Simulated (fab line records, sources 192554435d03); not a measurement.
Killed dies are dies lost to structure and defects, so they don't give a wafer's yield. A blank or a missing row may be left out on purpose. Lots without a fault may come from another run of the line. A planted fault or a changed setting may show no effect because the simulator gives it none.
fab line records | flow n5_finfet
record lots=6 wafers=18 last_day=17
route steps=1938 shown BEOL_M14@1764 BEOL_M15@1773 PASSIVATION@1936
lots that met no fault: from a run of the same line without faults
start_h: hours from the record's first day to the start of the lot's first wafer shown | wait_h: hours since the lot's step before | " the same as in the row above | L1.1+2: a row that stands for several wafers | - no value, or no start given | * or withheld: withheld | < > ~ a bound
route shown NAME@n: a module of which the file shows steps, and the number in the route of the first | usual: mean/standard deviation of fault-free wafers | same: alike in all rows | chamber/n: place in a boat | sites: the reading at each site | _std_site: their standard deviation | _edge_site: outer sites' mean less inner sites' | radius_mm: how far each site lies from the wafer's centre | mask NAME#n: copy n | behind: the tool/chamber that last shaped the wafer | hold: why the lot was held/for how many hours/how that ended | device: the transistor (n, p or np) that didn't switch | end of line: the same wafers' tests at the end of the route | a step without rows: its recipe alone | killed: dies lost to structure and defects at the first sort, not the wafer's yield | map: a wafer's dies, x killed, . not, _ none there
set.NAME: the setting as run; set.NAME@STEP: as run at that earlier step | model.NAME: the simulator's own value behind a step, which no gauge read
lots at some steps of the route; a table a step, a row a wafer
services: from which hour (start_h, from the record's first day; less than 0 if before it) a tool's chamber was out of use, for how many hours, and why
## steps
# step N5_BEOL_M14_SPUTTER_45
# recipe material=Cu target_thk_a=1000 temp_c=-20 bias_v=60 power_w=26000 chamber_pressure_pa=0.13 time_s=16.67
# usual throttle_valve_pct=29.7/1
# columns lot.wafer tool chamber start_h wait_h throttle_valve_pct
L561.1 pvd_sputter-01 - 250.45 0.0 28.6
L561.3 " - " " 30.3
L561.6 " - " " 30.3
L560.1 pvd_sputter-01 - 256.61 0.0 28.6
L560.2 " - " " 29.7
L560.4 " - " " 30.2
L570.1 pvd_sputter-03 - 346.68 0.0 29.7
L570.2 " - " " 29.9
L570.5 " - " " 29.8
L573.2 pvd_sputter-03 - 347.08 0.0 29.3
L573.4 " - " " 29.5
L573.6 " - " " 29.5
L575.3 pvd_sputter-02 - 349.55 0.0 27.8
L575.5 " - " " 29.8
L575.6 " - " " 27.8
L580.3 pvd_sputter-02 - 379.46 0.0 28.7
L580.4 " - " " 28.1
L580.6 " - " " 29.9
# step N5_BEOL_M14_ECD_47
# recipe material=Cu target_thk_a=12480
# step N5_BEOL_M14_ANNEAL_48
# recipe temp_c=225 time_s=90 ambient=N2
# usual wafer_temp_C_max=226.1/0.31
# columns lot.wafer tool chamber start_h wait_h wafer_temp_C_max
L561.1 rtp_anneal-02 0 250.82 0.2 226.1
L561.3 " 0 " " 226.3
L561.6 " 0 " " 226.3
L560.1 rtp_anneal-01 0 256.99 0.2 226.4
L560.2 " 0 " " 226.1
L560.4 " 0 " " 225.9
L570.1 rtp_anneal-01 0 346.99 0.1 226.2
L570.2 " 0 " " 226.0
L570.5 " 0 " " 226.3
L573.2 rtp_anneal-01 0 347.43 0.2 226.0
L573.4 " 0 " " 225.9
L573.6 " 0 " " 226.6
L575.3 rtp_anneal-01 0 349.95 0.2 226.7
L575.5 " 0 " " 226.4
L575.6 " 0 " " 226.6
L580.3 rtp_anneal-02 0 379.85 0.2 225.8
L580.4 " 0 " " 225.6
L580.6 " 0 " " 225.5
# step N5_BEOL_M14_CMP_49
# recipe stop_on=SiO2 t_overpolish_s=5.2 down_force_psi=2 platen_rpm=80 clearing_platen_down_force_psi=2 clearing_platen_rpm=80 post_cmp_clean=cu_alkaline target_thk_nm=560 clearing_platen_pad_velocity_m_s=1.5917 pad_velocity_m_s=1.5917
# step N5_BEOL_M14_THK_MEAS_50
# recipe thk_meas_gauge=xrf reads=Cu_of_BEOL_M14_ECD_47
# usual M14_THK=568/7.5
# columns lot.wafer tool chamber start_h wait_h M14_THK[nm]
L561.1 film_metro-02 - 252.89 - 578
L561.3 " - " " 578
L561.6 " - " " 574
L560.1 film_metro-01 - 257.60 - 570
L560.2 " - " " 548
L560.4 " - " " 565
L570.1 film_metro-02 - 347.58 - 571
L570.2 " - " " 580
L570.5 " - " " 572
L573.2 film_metro-01 - 347.98 - 555
L573.4 " - " " 553
L573.6 " - " " 561
L575.3 film_metro-02 - 350.57 - 575
L575.5 " - " " 577
L575.6 " - " " 574
L580.3 film_metro-01 - 380.36 - 559
L580.4 " - " " 562
L580.6 " - " " 568
# step N5_BEOL_M14_PRE_CLEAN_52
# recipe gas=NH3 time_s=15 temp_c=withheld rf_power_w=300
# step N5_BEOL_M14_DEP_53
# recipe material=SiCN target_thk_a=500 temp_c=withheld precursor=3MS/NH3 pressure_torr=3 rf_w=675 time_s=17.8
# step N5_BEOL_M14_RS_MEAS_54
# recipe thk_meas_gauge=four-point-probe reads=Cu_of_BEOL_M14_ECD_47+Ta_of_BEOL_M14_SPUTTER_44+TaN_of_BEOL_M14_SPUTTER_43
# usual M14_RS=0.0329/0.00039
# columns lot.wafer tool chamber start_h wait_h M14_RS[ohm/sq]
L561.1 film_metro-02 - 253.05 0.1 0.0324
L561.3 " - " " 0.0324
L561.6 " - " " 0.0327
L560.1 film_metro-02 - 257.73 0.0 0.0325
L560.2 " - " " 0.0338
L560.4 " - " " 0.0330
L570.1 film_metro-01 - 347.71 0.0 0.0328
L570.2 " - " " 0.0321
L570.5 " - " " 0.0326
L573.2 film_metro-02 - 348.11 0.1 0.0332
L573.4 " - " " 0.0334
L573.6 " - " " 0.0328
L575.3 film_metro-02 - 350.70 0.1 0.0330
L575.5 " - " " 0.0328
L575.6 " - " " 0.0329
L580.3 film_metro-02 - 380.49 0.1 0.0330
L580.4 " - " " 0.0330
L580.6 " - " " 0.0326
# step N5_BEOL_M14_INSPECT_55
# recipe inspect_instrument=darkfield mode=post_dep
# usual raw_defect_count=74/27
# columns lot.wafer tool chamber start_h wait_h raw_defect_count
L561.1 defect_inspect-01 - 253.07 0.0 71
L561.3 " - " " 93
L561.6 " - " " 88
L560.1 defect_inspect-02 - 257.75 0.0 49
L560.2 " - " " 57
L560.4 " - " " 53
L570.1 defect_inspect-02 - 347.73 0.0 44
L570.2 " - " " 60
L570.5 " - " " 60
L573.2 defect_inspect-01 - 348.14 0.0 82
L573.4 " - " " 85
L573.6 " - " " 72
L575.3 defect_inspect-01 - 350.72 0.0 63
L575.5 " - " " 60
L575.6 " - " " 97
L580.3 defect_inspect-02 - 380.51 0.0 84
L580.4 " - " " 100
L580.6 " - " " 94
# step N5_BEOL_M15_ILD_DEP_00
# recipe material=SiO2 target_thk_a=16293 temp_c=400 precursor=TEOS/O2 pressure_torr=6.5 rf_w=900 teos_flow_sccm=161.4 gas=O2 flow_sccm=2650 time_s=346.1
# step N5_BEOL_M15_THK_MEAS_01
# recipe reads=SiO2_of_BEOL_M15_ILD_DEP_00
# usual M15_ILD_THK=1623/20
# columns lot.wafer tool chamber start_h wait_h M15_ILD_THK[nm]
L561.1 film_metro-01 - 253.47 0.2 1614
L561.3 " - " " 1650
L561.6 " - " " 1647
L560.1 film_metro-01 - 258.15 0.2 1607
L560.2 " - " " 1600
L560.4 " - " " 1617
L570.1 film_metro-02 - 348.03 0.1 1613
L570.2 " - " " 1619
L570.5 " - " " 1634
L573.2 film_metro-01 - 348.42 0.1 1606
L573.4 " - " " 1611
L573.6 " - " " 1622
L575.3 film_metro-01 - 351.01 0.1 1589
L575.5 " - " " 1632
L575.6 " - " " 1645
L580.3 film_metro-01 - 380.80 0.1 1615
L580.4 " - " " 1603
L580.6 " - " " 1607
# step N5_BEOL_M15_COAT_58
# recipe resist=BARC temp_c=205 time_s=60 spin_rpm=1500 resist_thk_nm=89
# step N5_BEOL_M15_COAT_04
# recipe spin_rpm=1704 resist_thk_nm=800
# usual spin_speed_rpm=1704.3/1.1
# columns lot.wafer tool chamber start_h wait_h spin_speed_rpm model.coat_of_BEOL_M15_COAT_04.thk_nm
L561.1 litho_track-03 0 253.50 - 1704.9 800.8
L561.3 " 0 " " 1704.7 802
L561.6 " 0 " " 1706.3 799.4
L560.1 litho_track-01 0 258.18 - 1704.1 802.6
L560.2 " 0 " " 1706.6 801.6
L560.4 " 0 " " 1704.2 803.8
L570.1 litho_track-01 0 348.07 - 1574.1 835.2
L570.2 " 0 " " 1572.6 833
L570.5 " 0 " " 1573.5 833.4
L573.2 litho_track-01 0 348.46 - 1574.4 828.4
L573.4 " 0 " " 1573.0 828.8
L573.6 " 0 " " 1573.3 828.2
L575.3 litho_track-02 0 351.04 - 1703.0 798.6
L575.5 " 0 " " 1703.8 797.8
L575.6 " 0 " " 1703.2 797.2
L580.3 litho_track-03 0 380.83 - 1703.0 800.4
L580.4 " 0 " " 1704.6 803.8
L580.6 " 0 " " 1703.6 804.4
# step N5_BEOL_M15_EBR_06
# recipe solvent=PGMEA ebr_width_mm=1.5
# step N5_BEOL_M15_SOFTBAKE_05
# recipe temp_c=130 time_s=60
# step N5_BEOL_M15_EXPOSE_07
# recipe mask_id=V14 na=0.8 source_shape=annular sigma_inner=0.5 sigma_outer=0.8 polarization=unpolarized attpsm_phase_deg=180 dose_mj=41.25
# step N5_BEOL_M15_PEB_08
# recipe peb_temp_c=130 peb_time_s=90
# step N5_BEOL_M15_DEVELOP_09
# recipe develop_time_s=45 rinse_liquid=diw dry=air_spin dev_temp_c=21
# step N5_BEOL_M15_HARDBAKE_14
# recipe temp_c=130 time_s=120
# step N5_BEOL_M15_CD_MEAS_10
# recipe target_cd_nm=360 landing_energy_ev=500 detector=se_inlens polarity=opening
# usual cd_nm=359.4/1.5
# columns lot.wafer tool chamber start_h wait_h cd_nm
L561.1 cd_sem-02 0 253.89 - 361.4
L561.3 " 0 " " 360.2
L561.6 " 0 " " 361.3
L560.1 cd_sem-01 0 258.45 - 360.7
L560.2 " 0 " " 359.4
L560.4 " 0 " " 359.6
L570.1 cd_sem-02 0 348.46 - 360.2
L570.2 " 0 " " 357.2
L570.5 " 0 " " 359.8
L573.2 cd_sem-01 0 348.73 - 358.4
L573.4 " 0 " " 359.4
L573.6 " 0 " " 359.2
L575.3 cd_sem-01 0 351.31 - 359.2
L575.5 " 0 " " 358.9
L575.6 " 0 " " 358.0
L580.3 cd_sem-01 0 381.10 - 362.7
L580.4 " 0 " " 364.2
L580.6 " 0 " " 363.0
# step N5_BEOL_M15_OVL_MEAS_11
# recipe points_per_wafer=44
# usual V14_OVL=1/5
# columns lot.wafer tool chamber start_h wait_h V14_OVL[nm]
L561.1 overlay-02 0 253.93 0.0 -2
L561.3 " 0 " " -6
L561.6 " 0 " " -2
L560.1 overlay-02 0 258.48 0.0 6
L560.2 " 0 " " 6
L560.4 " 0 " " 11
L570.1 overlay-02 0 348.49 0.0 -3
L570.2 " 0 " " -6
L570.5 " 0 " " -12
L573.2 overlay-02 0 348.76 0.0 10
L573.4 " 0 " " 2
L573.6 " 0 " " 2
L575.3 overlay-02 0 351.34 0.0 7
L575.5 " 0 " " 4
L575.6 " 0 " " 5
L580.3 overlay-02 0 381.13 0.0 -3
L580.4 " 0 " " -5
L580.6 " 0 " " -10
# step N5_BEOL_M15_INSPECT_12
# recipe mode=adi inspect_instrument=macro
# usual raw_defect_count=2/1.4
# columns lot.wafer tool chamber start_h wait_h raw_defect_count
L561.1 defect_inspect-02 - 253.95 0.0 2
L561.3 " - " " 1
L561.6 " - " " 1
L560.1 defect_inspect-02 - 258.51 0.0 2
L560.2 " - " " 5
L560.4 " - " " 3
L570.1 defect_inspect-02 - 348.52 0.0 3
L570.2 " - " " 2
L570.5 " - " " 1
L573.2 defect_inspect-01 - 348.78 0.0 4
L573.4 " - " " 1
L573.6 " - " " 1
L575.3 defect_inspect-02 - 351.37 0.0 2
L575.5 " - " " 1
L575.6 " - " " 2
L580.3 defect_inspect-01 - 381.16 0.0 3
L580.4 " - " " 2
L580.6 " - " " 1
# step N5_BEOL_M15_DESCUM_15
# recipe chemistry=O2 time_s=7.9 source_power_w=50 bias_power_w=20 pressure_mtorr=20 rf_frequency_hz=2.712e+07 temp_c=40 o2_flow_sccm=225
# usual drypump_motor_current_A=5.9/0.41 oes_product_au=0.75/0.07 rf_vpp_V=243.4/1.3 showerhead_plenum_p_Torr=2.10/0.06 throttle_valve_pct=20.47/0.14
# columns lot.wafer tool chamber start_h wait_h drypump_motor_current_A oes_product_au rf_hours_counter_h rf_vpp_V showerhead_plenum_p_Torr throttle_valve_pct
L561.1 rie_diel-04 0 254.01 0.1 5.4 0.83 83 245.1 2.21 20.31
L561.3 " 1 " " 6.2 0.74 166 242.8 2.09 20.66
L561.6 " 0 " " 5.4 0.83 - 244.6 2.21 20.31
L560.1 rie_diel-04 1 258.69 0.2 6.2 0.75 168 243.6 2.09 20.66
L560.2 " 0 " " 5.5 0.83 85 245.6 2.21 20.31
L560.4 " 2 " " 6.5 0.71 225 243.0 2.07 20.39
L570.1 rie_diel-04 0 348.73 0.2 5.4 0.80 110 244.3 2.20 20.35
L570.2 " 3 " " 6.4 0.68 218 244.2 2.08 20.50
L570.5 " 0 " " 5.4 0.79 - 244.9 2.20 20.35
L573.2 rie_diel-03 1 348.87 0.1 6.0 0.81 84 243.0 2.03 20.41
L573.4 " 0 " " 6.3 0.69 - 243.4 2.05 20.48
L573.6 " 2 " " 5.5 0.71 - 243.8 2.07 20.36
L575.3 rie_diel-04 3 351.40 0.0 6.5 0.68 219 242.2 2.08 20.48
L575.5 " 1 " " 6.2 0.72 - 241.5 2.08 20.71
L575.6 " 0 " " 5.5 0.80 - 244.8 2.20 20.36
L580.3 rie_diel-03 1 381.19 0.0 6.1 0.79 98 243.4 2.03 20.40
L580.4 " 1 " " 6.1 0.79 - 241.1 2.03 20.41
L580.6 " 2 " " 5.4 0.69 - 242.3 2.06 20.37
# step N5_BEOL_M15_ETCH_59
# recipe chemistry=N2/H2 target=BARC target_depth_a=890 overetch_a=267 time_s=67.9 ion_energy_ev=200 pressure_mtorr=30 source_w=840 bias_w=150 n2_flow_sccm=200 h2_flow_sccm=200
# usual drypump_motor_current_A=5.9/0.4 oes_product_au=0.64/0.057 rf_vpp_V=524.1/2.2 showerhead_plenum_p_Torr=2.55/0.074 throttle_valve_pct=17.95/0.16
# columns lot.wafer tool chamber start_h wait_h drypump_motor_current_A oes_product_au rf_hours_counter_h rf_vpp_V showerhead_plenum_p_Torr throttle_valve_pct
L561.1 rie_diel-04 0 254.05 0.0 5.4 0.70 83 527.5 2.68 17.71
L561.3 " 1 " " 6.2 0.63 166 522.7 2.54 18.12
L561.6 " 0 " " 5.4 0.70 - 528.4 2.68 17.72
L560.1 rie_diel-04 1 258.72 0.0 6.2 0.63 168 523.5 2.54 18.14
L560.2 " 0 " " 5.5 0.70 85 527.8 2.68 17.71
L560.4 " 2 " " 6.5 0.61 225 523.2 2.52 17.95
L570.1 rie_diel-04 0 348.76 0.0 5.4 0.68 110 529.9 2.67 17.76
L570.2 " 3 " " 6.5 0.58 218 521.3 2.52 17.97
L570.5 " 0 " " 5.5 0.68 - 528.5 2.67 17.76
L573.2 rie_diel-03 1 348.90 0.0 6.0 0.70 84 521.7 2.47 17.92
L573.4 " 0 " " 6.4 0.60 - 521.8 2.49 17.98
L573.6 " 2 " " 5.5 0.60 - 521.7 2.51 17.83
L575.3 rie_diel-04 3 351.43 0.0 6.5 0.59 219 524.3 2.52 17.95
L575.5 " 1 " " 6.1 0.61 - 524.2 2.53 18.20
L575.6 " 0 " " 5.4 0.68 - 525.5 2.67 17.77
L580.3 rie_diel-03 1 381.22 0.0 6.0 0.68 98 521.3 2.46 17.94
L580.4 " 1 " " 6.0 0.68 - 522.5 2.46 17.93
L580.6 " 2 " " 5.5 0.60 - 522.8 2.50 17.85
# step N5_BEOL_M15_VIA_ETCH_16
# recipe chemistry=C4F8/O2/Ar target=SiO2 he_inner_torr=15 he_outer_torr=30 target_depth_a=17922 time_s=withheld ion_energy_ev=800 pressure_mtorr=20 source_w=1905 bias_w=2040 Ar_flow_sccm=400 C4F8_flow_sccm=16 O2_flow_sccm=12 ends=cleared
# usual drypump_motor_current_A=5.9/0.4 oes_ar_750_au=0.75/0.067 oes_product_au=0.68/0.064 rf_vpp_V=2220/13 showerhead_plenum_p_Torr=3.44/0.091 throttle_valve_pct=30.86/0.18
# columns lot.wafer tool chamber start_h wait_h drypump_motor_current_A oes_ar_750_au oes_product_au rf_vpp_V showerhead_plenum_p_Torr throttle_valve_pct model.coat_of_BEOL_M15_COAT_04.thk_nm
L561.1 rie_diel-04 0 254.10 0.0 5.5 0.82 0.74 2237 3.60 30.65 336.2
L561.3 " 1 " " 6.2 0.74 0.67 2223 3.42 31.03 331
L561.6 " 0 " " 5.5 0.82 0.75 2236 3.60 30.65 326.8
L560.1 rie_diel-04 1 258.77 0.0 6.2 0.73 0.66 2222 3.42 31.03 341.2
L560.2 " 0 " " 5.4 0.82 0.74 2238 3.60 30.65 340.4
L560.4 " 2 " " 6.5 0.71 0.64 2216 3.40 30.71 337.4
L570.1 rie_diel-04 0 348.81 0.0 5.4 0.80 0.72 2235 3.59 30.66 371
L570.2 " 3 " " 6.5 0.68 0.61 2203 3.41 30.88 368
L570.5 " 0 " " 5.4 0.79 0.71 2235 3.59 30.65 363.8
L573.2 rie_diel-03 1 348.96 0.0 6.0 0.81 0.74 2216 3.33 30.78 364.6
L573.4 " 0 " " 6.3 0.70 0.63 2220 3.37 30.82 371
L573.6 " 2 " " 5.5 0.71 0.64 2212 3.39 30.68 358.8
L575.3 rie_diel-04 3 351.49 0.0 6.5 0.68 0.61 2202 3.41 30.86 341.8
L575.5 " 1 " " 6.2 0.71 0.65 2221 3.40 31.07 331.8
L575.6 " 0 " " 5.4 0.80 0.72 2237 3.59 30.70 325.8
L580.3 rie_diel-03 1 381.28 0.0 6.1 0.80 0.73 2215 3.32 30.79 333.6
L580.4 " 1 " " 6.0 0.80 0.72 2216 3.32 30.79 340.4
L580.6 " 2 " " 5.5 0.70 0.63 2210 3.39 30.67 338.2
# step N5_BEOL_M15_STRIP_63
# recipe chemistry=O2 power_w=600 temp_c=60 pressure_mtorr=30 rf_frequency_hz=6e+07 bias_power_w=0 overash_fraction=0.3 o2_flow_sccm=225
# usual drypump_motor_current_A=5.9/0.41 oes_product_au=0.75/0.07 rf_vpp_V=3.5/0.78 showerhead_plenum_p_Torr=2.11/0.06 throttle_valve_pct=16.73/0.15
# columns lot.wafer tool chamber start_h wait_h drypump_motor_current_A oes_product_au rf_hours_counter_h rf_vpp_V showerhead_plenum_p_Torr throttle_valve_pct
L561.1 rie_diel-04 0 - - 5.4 0.82 83 3.0 2.22 16.54
L561.3 " 1 " " 6.2 0.74 166 3.5 2.09 16.87
L561.6 " 0 " " 5.4 0.82 - 4.0 2.22 16.56
L560.1 rie_diel-04 1 - - 6.2 0.73 168 4.4 2.09 16.92
L560.2 " 0 " " 5.4 0.81 85 2.8 2.22 16.54
L560.4 " 2 " " 6.6 0.71 226 3.5 2.08 16.68
L570.1 rie_diel-04 0 - - 5.5 0.80 111 3.8 2.21 16.62
L570.2 " 3 " " 6.4 0.68 218 2.5 2.08 16.75
L570.5 " 0 " " 5.5 0.79 - 3.8 2.21 16.59
L573.2 rie_diel-03 1 - - 6.0 0.81 84 3.7 2.04 16.61
L573.4 " 0 " " 6.4 0.69 - 3.7 2.05 16.80
L573.6 " 2 " " 5.4 0.71 - 1.7 2.07 16.62
L575.3 rie_diel-04 3 - - 6.5 0.68 219 5.2 2.08 16.75
L575.5 " 1 " " 6.2 0.71 - 4.7 2.08 16.97
L575.6 " 0 " " 5.5 0.79 - 4.2 2.21 16.59
L580.3 rie_diel-03 1 - - 6.0 0.80 98 4.0 2.03 16.63
L580.4 " 1 " " 5.9 0.80 - 4.4 2.03 16.64
L580.6 " 2 " " 5.5 0.70 - 2.8 2.07 16.67
# step N5_PASSIVATION_PROBE_49
# usual defect_limited_yield=90.9/1.3 killed_at_M0_to_M3=35/10 killed_at_M4_up=15/5.7 killed_at_contacts=14/6.4 killed_at_front_end=40/11 killed_at_other=4/3.1 killed_dies=108/16 killed_open=71/11 killed_short=34/7.7 sort_bin_5_function=5.4/0.9 sort_bin_6_memory=3.4/0.61 sort_n_pass=1072/16 sort_yield_pct=90.9/1.3
# same gross_dies=1180 killed_at_back_side=0 sort_bin_4_leakage[%]=0 sort_bin_8_speed[%]=0
# columns lot.wafer tool chamber start_h wait_h defect_limited_yield[%] killed_at_M0_to_M3 killed_at_M4_up killed_at_contacts killed_at_front_end killed_at_other killed_dies killed_open killed_short sort_bin_5_function[%] sort_bin_6_memory[%] sort_n_pass sort_yield_pct[%]
L575.3 prober-01 - 369.69 0.1 91.9 44 11 6 32 2 95 65 30 4.7 2.9 1085 91.9
L575.5 prober-01 - 369.79 0.2 91.0 42 8 12 36 8 106 67 36 5.8 2.8 1074 91.0
L575.6 prober-01 - 369.84 0.3 91.5 31 11 15 39 4 100 63 34 5.0 3.1 1080 91.5
# killed by level:class
L575.3 BEOL_M2:geometric_particle:open=11 FIN_SAQP:geometric_particle:open=7 BEOL_M2:geometric_particle:short=7 BEOL_M4:geometric_particle:open=7 BEOL_M1:geometric_particle:open=6 DUMMY_GATE:geometric_particle:open=6 BEOL_M0_SAQP:geometric_particle:open=6 BEOL_M3:geometric_particle:open=5
L575.5 MOL_CONTACT_COAG:geometric_particle:open=10 BEOL_M2:geometric_particle:open=10 GATE_CUT:geometric_particle:short=7 FIN_SAQP:geometric_particle:open=6 BEOL_M0_SAQP:geometric_particle:open=6 BEOL_M0_SAQP:geometric_particle:short=6 STI_FIN_REVEAL:geometric_particle:open=5 BEOL_M0:geometric_particle:open=5
L575.6 MOL_CONTACT_COAG:geometric_particle:open=10 BEOL_M2:geometric_particle:open=9 FIN_SAQP:geometric_particle:open=8 GATE_CUT:geometric_particle:open=7 GATE_CUT:geometric_particle:short=6 BEOL_M3:geometric_particle:open=6 BEOL_M4:geometric_particle:open=6 FIN_SAQP:geometric_particle:short=5
## services
# columns tool chamber start_h hours kind
rie_diel-03 1 235.73 2.8 repair
rie_diel-03 - 252.66 2.8 pm
rie_diel-04 3 264.39 11.2 repair
rie_diel-04 0 290.08 9.8 repair
rie_diel-03 3 308.45 5.8 repair
rie_diel-03 3 334.88 - clean
rie_diel-03 3 334.88 - consumable_replace:esc
rie_diel-03 3 334.88 - consumable_replace:focus_ring
rie_diel-03 3 334.88 25.6 scheduled_down
rie_diel-03 3 334.88 25.6 vent_cycle
rie_diel-04 2 349.86 - clean
rie_diel-04 2 349.86 - consumable_replace:focus_ring
rie_diel-04 2 349.86 25.0 scheduled_down
rie_diel-04 2 349.86 25.0 vent_cycle
rie_diel-03 0 355.67 52.1 repair
## key
first_sign step=N5_BEOL_M15_COAT_04 reading=spin_speed_rpm direction=down sigmas=99+ usual=* struck=*
effect none on later readings
model_effect step=N5_BEOL_M15_COAT_04 value=coat_of_BEOL_M15_COAT_04.thk_nm without=798.5 struck=831.2
model_effect step=N5_BEOL_M15_VIA_ETCH_16 value=coat_of_BEOL_M15_COAT_04.thk_nm without=333.6 struck=366.2
met_at N5_BEOL_M15_COAT_04
struck_wafers L570.1,L570.2,L570.5,L573.2,L573.4,L573.6
onset_between 258.18 348.07
fault kind=process_parameter_drift tool=litho_track-01 chamber=- onset_h=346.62 steps=N5_BEOL_M15_COAT_04 channel=spin_rpm offset=* shape=step end_h=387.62 acts_in=* stated=*
